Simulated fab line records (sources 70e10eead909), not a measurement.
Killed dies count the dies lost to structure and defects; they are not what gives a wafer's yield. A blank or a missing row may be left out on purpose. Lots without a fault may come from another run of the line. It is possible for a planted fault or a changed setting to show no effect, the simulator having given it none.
fab line records ; flow nand_harc
record: lots: 7; wafers: 21; last_day: 24
route steps=1159 shown A_ZERO_WELL@412 A_SOURCE_PLATE@413 A_ONON_D1@424 END@1159
lots with no fault: from the same line, run without faults
start_h: start of the lot's first displayed wafer, in hours after the record's first day ; wait_h: hours from the lot's prior step to this one ; " the same as in the row above ; L1.1+2: several wafers, shown together as one row ; - value missing, or start not given ; * or withheld: withheld ; < > ~ a bound
route shown NAME@n: a module of which the file shows steps, and the number in the route of the first ; usual: mean/standard deviation of fault-free wafers ; same: alike in all rows ; chamber/n: place in a boat ; sites: per-site readings ; _std_site: standard deviation across them ; _edge_site: outer sites' mean less inner sites' ; radius_mm: for every site, how far away it sits from the centre of the wafer ; mask NAME#n: copy n ; behind: tool/chamber where the wafer was last shaped ; hold: what put the lot on hold/how long, in hours/how the hold closed ; device: which transistor (n, p or np) failed to switch ; end of line: the route-end tests of the same wafers ; step lacking rows: just its recipe ; killed: the dies lost at the first sort to structure and to defects; this is not the yield of the wafer ; map: dies across one wafer; x = killed, . = not, _ = none there
set.NAME: the setting the step ran with; set.NAME@STEP: the setting that earlier step ran with ; model.NAME: the simulator's own value behind a step, which no gauge read
certain route steps with their lots: each step a table, each wafer a row
services: from which hour (start_h, from the record's first day; less than 0 if before it) a tool's chamber was out of use, for how many hours, and why
== steps ==
step: NHARC_A_ZERO_WELL_INSPECT_17
usual: raw_defect_count: 11/6.1
lot.wafer;tool;chamber;start_h;wait_h;raw_defect_count
L307.3;defect_inspect-01;-;139.64;0.1;7
L307.4;defect_inspect-01;-;139.64;0.1;12
L307.6;defect_inspect-01;-;139.64;0.1;8
L306.2;defect_inspect-02;-;140.46;0.1;9
L306.3;defect_inspect-02;-;140.46;0.1;17
L306.5;defect_inspect-02;-;140.46;0.1;10
L314.2;defect_inspect-02;-;184.64;0.1;22
L314.3;defect_inspect-02;-;184.64;0.1;9
L314.4;defect_inspect-02;-;184.64;0.1;10
L315.2;defect_inspect-01;-;187.41;0.1;10
L315.4;defect_inspect-01;-;187.41;0.1;11
L315.6;defect_inspect-01;-;187.41;0.1;14
L316.1;defect_inspect-02;-;189.86;0.2;10
L316.2;defect_inspect-02;-;189.86;0.2;14
L316.4;defect_inspect-02;-;189.86;0.2;10
L326.1;defect_inspect-01;-;257.42;0.2;11
L326.2;defect_inspect-01;-;257.42;0.2;15
L326.5;defect_inspect-01;-;257.42;0.2;6
L328.2;defect_inspect-01;-;265.23;0.1;7
L328.5;defect_inspect-01;-;265.23;0.1;6
L328.6;defect_inspect-01;-;265.23;0.1;6
step: NHARC_A_SOURCE_PLATE_PRECLEAN_00
recipe: time_s: 60; chemistry: HF-LAST
step: NHARC_A_SOURCE_PLATE_SRD_01
step: NHARC_A_SOURCE_PLATE_OXIDE_02
recipe: target_thk_a: 100; temp_c: 900; ox_time_s: 1362; material: SiO2
step: NHARC_A_SOURCE_PLATE_THK_MEAS_09
recipe: thk_meas_gauge: ellipsometry
usual: thk_nm: 9.6/1.1
lot.wafer;tool;chamber;start_h;wait_h;thk_nm
L307.3;film_metro-02;-;147.08;0.4;10.2
L307.4;film_metro-02;-;147.08;0.4;10.2
L307.6;film_metro-02;-;147.08;0.4;9.9
L306.2;film_metro-01;-;147.08;0.4;10.4
L306.3;film_metro-01;-;147.08;0.4;8.5
L306.5;film_metro-01;-;147.08;0.4;11.0
L314.2;film_metro-01;-;192.00;0.4;10.5
L314.3;film_metro-01;-;192.00;0.4;9.2
L314.4;film_metro-01;-;192.00;0.4;9.9
L315.2;film_metro-02;-;192.01;0.4;11.8
L315.4;film_metro-02;-;192.01;0.4;9.4
L315.6;film_metro-02;-;192.01;0.4;10.0
L316.1;film_metro-01;-;197.01;0.4;9.2
L316.2;film_metro-01;-;197.01;0.4;9.4
L316.4;film_metro-01;-;197.01;0.4;10.5
L326.1;film_metro-01;-;264.87;0.4;9.3
L326.2;film_metro-01;-;264.87;0.4;9.8
L326.5;film_metro-01;-;264.87;0.4;10.1
L328.2;film_metro-01;-;270.68;0.4;8.7
L328.5;film_metro-01;-;270.68;0.4;10.5
L328.6;film_metro-01;-;270.68;0.4;10.4
step: NHARC_A_SOURCE_PLATE_PVD_04
recipe: target_thk_a: 500; material: WSi2
step: NHARC_A_SOURCE_PLATE_CVD_03
recipe: target_thk_a: 2000; temp_c: 620; pressure_mtorr: 200; time_s: 4000; material: poly-Si
step: NHARC_A_SOURCE_PLATE_ANNEAL_05
recipe: temp_c: 850; time_s: 1800
step: NHARC_A_SOURCE_PLATE_THK_MEAS_06
recipe: thk_meas_gauge: ellipsometry
usual: thk_nm: 200.4/2.1
lot.wafer;tool;chamber;start_h;wait_h;thk_nm
L306.2;film_metro-01;-;160.78;0.4;204.0
L306.3;film_metro-01;-;160.78;0.4;202.9
L306.5;film_metro-01;-;160.78;0.4;201.4
L307.3;film_metro-01;-;160.78;0.4;203.8
L307.4;film_metro-01;-;160.78;0.4;204.4
L307.6;film_metro-01;-;160.78;0.4;202.9
L315.2;film_metro-02;-;204.84;0.4;200.4
L315.4;film_metro-02;-;204.84;0.4;202.6
L315.6;film_metro-02;-;204.84;0.4;201.2
L314.2;film_metro-01;-;204.84;0.4;203.5
L314.3;film_metro-01;-;204.84;0.4;204.5
L314.4;film_metro-01;-;204.84;0.4;202.7
L316.1;film_metro-02;-;210.89;0.4;200.6
L316.2;film_metro-02;-;210.89;0.4;201.1
L316.4;film_metro-02;-;210.89;0.4;200.1
L326.1;film_metro-01;-;277.96;0.4;200.9
L326.2;film_metro-01;-;277.96;0.4;200.5
L326.5;film_metro-01;-;277.96;0.4;198.9
L328.2;film_metro-02;-;283.51;0.4;199.6
L328.5;film_metro-02;-;283.51;0.4;201.0
L328.6;film_metro-02;-;283.51;0.4;200.2
step: NHARC_A_SOURCE_PLATE_INSPECT_08
usual: raw_defect_count: 65/27
lot.wafer;tool;chamber;start_h;wait_h;raw_defect_count
L307.3;defect_inspect-02;-;160.85;0.0;29
L307.4;defect_inspect-02;-;160.85;0.0;39
L307.6;defect_inspect-02;-;160.85;0.0;77
L306.2;defect_inspect-01;-;160.89;0.0;60
L306.3;defect_inspect-01;-;160.89;0.0;68
L306.5;defect_inspect-01;-;160.89;0.0;73
L315.2;defect_inspect-02;-;204.91;0.0;28
L315.4;defect_inspect-02;-;204.91;0.0;131
L315.6;defect_inspect-02;-;204.91;0.0;71
L314.2;defect_inspect-02;-;204.93;0.0;56
L314.3;defect_inspect-02;-;204.93;0.0;47
L314.4;defect_inspect-02;-;204.93;0.0;71
L316.1;defect_inspect-02;-;210.96;0.0;33
L316.2;defect_inspect-02;-;210.96;0.0;80
L316.4;defect_inspect-02;-;210.96;0.0;54
L326.1;defect_inspect-01;-;278.07;0.0;123
L326.2;defect_inspect-01;-;278.07;0.0;97
L326.5;defect_inspect-01;-;278.07;0.0;44
L328.2;defect_inspect-02;-;283.57;0.0;77
L328.5;defect_inspect-02;-;283.57;0.0;39
L328.6;defect_inspect-02;-;283.57;0.0;94
step: NHARC_A_ONON_D1_DEP_00
recipe: target_thk_a: 10000; n2_flow_sccm: 2750; n2o_flow_sccm: 2000; nh3_flow_sccm: 500; sih4_flow_sccm: 210; temp_c: 400
usual: n2_flow_sccm: 2748/8.6; n2o_flow_sccm: 2000/5.3
lot.wafer;tool;chamber;start_h;wait_h;n2_flow_sccm;n2o_flow_sccm
L307.3;pecvd_onon-04;0;161.03;0.2;2753;2001
L307.4;pecvd_onon-04;0;161.03;0.2;2771;1998
L307.6;pecvd_onon-04;0;161.03;0.2;2761;1995
L306.2;pecvd_onon-02;0;161.32;0.4;2760;1998
L306.3;pecvd_onon-02;0;161.32;0.4;2751;2005
L306.5;pecvd_onon-02;0;161.32;0.4;2744;2006
L315.2;pecvd_onon-04;-;205.03;0.1;-;-
L315.4;pecvd_onon-04;-;205.03;0.1;-;-
L315.6;pecvd_onon-04;-;205.03;0.1;-;-
L314.2;pecvd_onon-03;-;205.05;0.1;-;-
L314.3;pecvd_onon-03;-;205.05;0.1;-;-
L314.4;pecvd_onon-03;-;205.05;0.1;-;-
L316.1;pecvd_onon-02;-;211.02;0.1;-;-
L316.2;pecvd_onon-02;-;211.02;0.1;-;-
L316.4;pecvd_onon-02;-;211.02;0.1;-;-
L326.1;pecvd_onon-04;0;278.13;0.1;2747;2001
L326.2;pecvd_onon-04;0;278.13;0.1;2739;2003
L326.5;pecvd_onon-04;0;278.13;0.1;2741;2005
L328.2;pecvd_onon-03;0;283.69;0.1;2750;2006
L328.5;pecvd_onon-03;0;283.69;0.1;2753;1990
L328.6;pecvd_onon-03;0;283.69;0.1;2743;2004
step: NHARC_END_SORT_01
recipe: temp_c: 25
usual: killed_at_array: 26/9.6; killed_at_other: 0.7/0.92; killed_at_periphery: 3.8/2.7; killed_dies: 31/10; killed_open: 3.3/1.7; killed_short: 1.8/1.3
same: gross_dies: 677
lot.wafer;tool;chamber;start_h;wait_h;killed_at_array;killed_at_other;killed_at_periphery;killed_dies;killed_open;killed_short
L306.2;prober-01;0;460.45;2.8;12;0;3;15;3;2
L306.3;prober-01;0;461.26;3.1;15;0;4;19;4;2
L306.5;prober-01;0;462.88;3.7;12;0;4;16;4;2
L316.1;prober-02;0;486.10;2.5;674;1;2;677;4;2
L316.2;prober-02;0;486.91;2.8;672;3;2;677;4;3
L316.4;prober-02;0;488.53;3.4;675;1;1;677;0;2
L314.2;prober-01;0;486.94;2.8;670;2;5;677;2;3
L314.3;prober-01;0;487.75;3.1;673;1;3;677;3;1
L314.4;prober-01;0;488.56;3.4;675;0;2;677;3;2
L315.2;prober-02;0;494.71;2.8;674;1;2;677;2;2
L315.4;prober-02;0;496.28;3.3;672;0;5;677;1;1
L315.6;prober-02;0;497.84;3.9;670;0;7;677;2;2
L326.1;prober-01;0;560.88;2.5;49;0;1;50;3;2
L326.2;prober-01;0;561.68;2.8;53;0;5;58;5;4
L326.5;prober-01;0;564.09;3.7;34;0;3;37;2;4
killed by level:class
L306.2 A_STAIRCASE:chamber_film_flake=4 A_CONTACT:geometric_particle:open=2 A_CHANNEL_HOLE_D1:chamber_film_flake=2 A_CONTACT:chamber_film_flake=2 P_CONTACT:geometric_particle:open=1 A_BLC:geometric_particle:short=1 A_M1:geometric_particle:short=1 P_STI:chamber_film_flake=1
L306.3 A_STAIRCASE:chamber_film_flake=4 A_CONTACT:chamber_film_flake=4 A_CHANNEL_FILL_D1:chamber_film_flake=2 P_GATE:geometric_particle:open=1 A_SOURCE_PLATE:geometric_particle:open=1 A_ONON_D1:geometric_particle:short=1 A_CHANNEL_HOLE_D1:geometric_particle:open=1 A_CHANNEL_FILL_D1:geometric_particle:short=1
L306.5 A_STAIRCASE:chamber_film_flake=4 A_CONTACT:chamber_film_flake=3 P_CONTACT:geometric_particle:open=2 A_CHANNEL_FILL_D1:geometric_particle:short=2 A_BLC:geometric_particle:open=1 A_M0:geometric_particle:open=1 P_STI:chamber_film_flake=1 P_M0:chamber_film_flake=1
L316.1 A_ONON_D1:area_dep=641 A_CHANNEL_HOLE_D1:chamber_film_flake=13 A_SLIT:chamber_film_flake=11 A_ZERO_WELL:chamber_film_flake=2 A_WL_FILL:chamber_film_flake=2 P_GATE:geometric_particle:short=1 A_CHANNEL_HOLE_D1:geometric_particle:open=1 A_CHANNEL_FILL_D1:geometric_particle:open=1
L316.2 A_ONON_D1:area_dep=635 A_CHANNEL_HOLE_D1:chamber_film_flake=19 A_SLIT:chamber_film_flake=9 A_WL_FILL:geometric_particle:short=3 A_STAIRCASE:chamber_film_flake=2 THIN_TSV:chamber_film_flake=2 P_GATE:geometric_particle:open=1 A_CHANNEL_FILL_D1:geometric_particle:open=1
L314.2 A_ONON_D1:area_dep=636 A_CHANNEL_HOLE_D1:chamber_film_flake=18 A_SLIT:chamber_film_flake=9 P_CONTACT:geometric_particle:short=2 A_CONTACT:chamber_film_flake=2 THIN_TSV:chamber_film_flake=2 A_SOURCE_PLATE:geometric_particle:open=1 A_ONON_D1:geometric_particle:short=1
L314.3 A_ONON_D1:area_dep=648 A_CHANNEL_HOLE_D1:chamber_film_flake=10 A_SLIT:chamber_film_flake=9 A_WL_FILL:chamber_film_flake=4 P_M0:geometric_particle:open=2 A_M0:geometric_particle:open=1 P_GATE:chamber_film_flake=1 STARTING-WAFER:geometric_particle:short=1
L316.4 A_ONON_D1:area_dep=649 A_CHANNEL_HOLE_D1:chamber_film_flake=11 A_SLIT:chamber_film_flake=7 A_SGD_CUT:chamber_film_flake=3 A_CONTACT:chamber_film_flake=2 A_M0:geometric_particle:short=1 A_M1:geometric_particle:short=1 P_GATE:chamber_film_flake=1
L314.4 A_ONON_D1:area_dep=647 A_CHANNEL_HOLE_D1:chamber_film_flake=14 A_SLIT:chamber_film_flake=8 P_CONTACT:geometric_particle:open=2 A_WL_FILL:chamber_film_flake=2 A_WL_FILL:geometric_particle:short=1 A_CONTACT:geometric_particle:short=1 A_CONTACT:geometric_particle:open=1
L315.2 A_ONON_D1:area_dep=657 A_SLIT:chamber_film_flake=5 P_GATE:chamber_film_flake=2 A_CHANNEL_HOLE_D1:chamber_film_flake=2 A_SGD_CUT:chamber_film_flake=2 A_CONTACT:chamber_film_flake=2 A_ONON_D1:geometric_particle:short=1 A_CHANNEL_HOLE_D1:geometric_particle:open=1
L315.4 A_ONON_D1:area_dep=650 A_SLIT:chamber_film_flake=7 A_ZERO_WELL:chamber_film_flake=4 P_GATE:chamber_film_flake=3 A_CONTACT:chamber_film_flake=3 P_BONDPAD:chamber_film_flake=2 A_CHANNEL_HOLE_D1:chamber_film_flake=2 A_SGD_CUT:chamber_film_flake=2
L315.6 A_ONON_D1:area_dep=650 A_SLIT:chamber_film_flake=7 P_GATE:chamber_film_flake=3 A_ZERO_WELL:chamber_film_flake=3 A_STAIRCASE:chamber_film_flake=3 P_BONDPAD:chamber_film_flake=2 A_CONTACT:chamber_film_flake=2 P_GATE:geometric_particle:open=1
L326.1 A_CHANNEL_HOLE_D1:chamber_film_flake=24 A_SLIT:chamber_film_flake=10 A_STAIRCASE:chamber_film_flake=5 A_CONTACT:chamber_film_flake=5 A_SOURCE_PLATE:geometric_particle:short=1 A_ONON_D1:geometric_particle:short=1 A_CHANNEL_FILL_D1:geometric_particle:open=1 A_CONTACT:geometric_particle:open=1
L326.2 A_CHANNEL_HOLE_D1:chamber_film_flake=22 A_SLIT:chamber_film_flake=12 A_CONTACT:chamber_film_flake=5 A_M0:geometric_particle:open=4 A_ONON_D1:geometric_particle:short=3 P_STI:chamber_film_flake=3 A_STAIRCASE:chamber_film_flake=3 A_ZERO_WELL:chamber_film_flake=2
L326.5 A_CHANNEL_HOLE_D1:chamber_film_flake=16 A_SLIT:chamber_film_flake=10 A_STAIRCASE:chamber_film_flake=2 A_CONTACT:chamber_film_flake=2 P_M0:geometric_particle:short=1 P_M1:geometric_particle:short=1 A_ONON_D1:geometric_particle:open=1 A_WL_FILL:geometric_particle:short=1
map L314.2 (x killed, . not)
____________x____________
_________xxxxxxx_________
_______xxxxxxxxxxx_______
______xxxxxxxxxxxxx______
_____xxxxxxxxxxxxxxx_____
____xxxxxxxxxxxxxxxxx____
____xxxxxxxxxxxxxxxxx____
___xxxxxxxxxxxxxxxxxxx___
___xxxxxxxxxxxxxxxxxxx___
__xxxxxxxxxxxxxxxxxxxxx__
__xxxxxxxxxxxxxxxxxxxxx__
_xxxxxxxxxxxxxxxxxxxxxxx_
_xxxxxxxxxxxxxxxxxxxxxxx_
_xxxxxxxxxxxxxxxxxxxxxxx_
_xxxxxxxxxxxxxxxxxxxxxxx_
_xxxxxxxxxxxxxxxxxxxxxxx_
xxxxxxxxxxxxxxxxxxxxxxxxx
xxxxxxxxxxxxxxxxxxxxxxxxx
xxxxxxxxxxxxxxxxxxxxxxxxx
xxxxxxxxxxxxxxxxxxxxxxxxx
xxxxxxxxxxxxxxxxxxxxxxxxx
_xxxxxxxxxxxxxxxxxxxxxxx_
_xxxxxxxxxxxxxxxxxxxxxxx_
_xxxxxxxxxxxxxxxxxxxxxxx_
_xxxxxxxxxxxxxxxxxxxxxxx_
_xxxxxxxxxxxxxxxxxxxxxxx_
__xxxxxxxxxxxxxxxxxxxxx__
__xxxxxxxxxxxxxxxxxxxxx__
___xxxxxxxxxxxxxxxxxxx___
___xxxxxxxxxxxxxxxxxxx___
____xxxxxxxxxxxxxxxxx____
____xxxxxxxxxxxxxxxxx____
_____xxxxxxxxxxxxxxx_____
______xxxxxxxxxxxxx______
_______xxxxxxxxxxx_______
_________xxxxxxx_________
____________x____________
map L315.2 (x killed, . not)
____________x____________
_________xxxxxxx_________
_______xxxxxxxxxxx_______
______xxxxxxxxxxxxx______
_____xxxxxxxxxxxxxxx_____
____xxxxxxxxxxxxxxxxx____
____xxxxxxxxxxxxxxxxx____
___xxxxxxxxxxxxxxxxxxx___
___xxxxxxxxxxxxxxxxxxx___
__xxxxxxxxxxxxxxxxxxxxx__
__xxxxxxxxxxxxxxxxxxxxx__
_xxxxxxxxxxxxxxxxxxxxxxx_
_xxxxxxxxxxxxxxxxxxxxxxx_
_xxxxxxxxxxxxxxxxxxxxxxx_
_xxxxxxxxxxxxxxxxxxxxxxx_
_xxxxxxxxxxxxxxxxxxxxxxx_
xxxxxxxxxxxxxxxxxxxxxxxxx
xxxxxxxxxxxxxxxxxxxxxxxxx
xxxxxxxxxxxxxxxxxxxxxxxxx
xxxxxxxxxxxxxxxxxxxxxxxxx
xxxxxxxxxxxxxxxxxxxxxxxxx
_xxxxxxxxxxxxxxxxxxxxxxx_
_xxxxxxxxxxxxxxxxxxxxxxx_
_xxxxxxxxxxxxxxxxxxxxxxx_
_xxxxxxxxxxxxxxxxxxxxxxx_
_xxxxxxxxxxxxxxxxxxxxxxx_
__xxxxxxxxxxxxxxxxxxxxx__
__xxxxxxxxxxxxxxxxxxxxx__
___xxxxxxxxxxxxxxxxxxx___
___xxxxxxxxxxxxxxxxxxx___
____xxxxxxxxxxxxxxxxx____
____xxxxxxxxxxxxxxxxx____
_____xxxxxxxxxxxxxxx_____
______xxxxxxxxxxxxx______
_______xxxxxxxxxxx_______
_________xxxxxxx_________
____________x____________
== services ==
tool;chamber;start_h;hours;kind
pecvd_onon-03;-;153.04;13.0;pm
pecvd_onon-04;-;237.00;13.0;pm
== key ==
first_sign: step: NHARC_A_ONON_D1_DEP_00; reading: tool_record; direction: missing
effect: step: NHARC_END_SORT_01; reading: killed_at_array; direction: up; sigmas: 67; usual: 26; struck: 673
more_kills_born_at: NHARC_A_ONON_D1_DEP_00@pecvd_onon-04: 1957; NHARC_A_ONON_D1_DEP_00@pecvd_onon-03: 1930; NHARC_A_ONON_D1_DEP_00@pecvd_onon-02: 1925
met_at NHARC_A_ONON_D1_DEP_00
struck_wafers L314.2,L314.3,L314.4,L315.2,L315.4,L315.6,L316.1,L316.2,L316.4
later_rows_left_out L314.2,L314.3,L314.4,L315.2,L315.4,L315.6,L316.1,L316.2,L316.4
tester_left_out L314,L315,L316
onset_between 161.32 205.03
fault: kind: skipped_step_whole; tool: pecvd_onon-02,pecvd_onon-03,pecvd_onon-04; chamber: -; onset_h: 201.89; steps: NHARC_A_ONON_D1_DEP_00; scope: struck_lots_only
tester_left_out: of these lots the tester's yield and bins aren't shown, on N5 and GAA mostly nor the transistor test; their killed dies are dies lost to structure and defects alone, not to doping, threshold or leakage, so they don't give the yield
later_rows_left_out: the simulator's readings of these wafers behind a module that went badly wrong aren't trusted and aren't shown, but for the sort
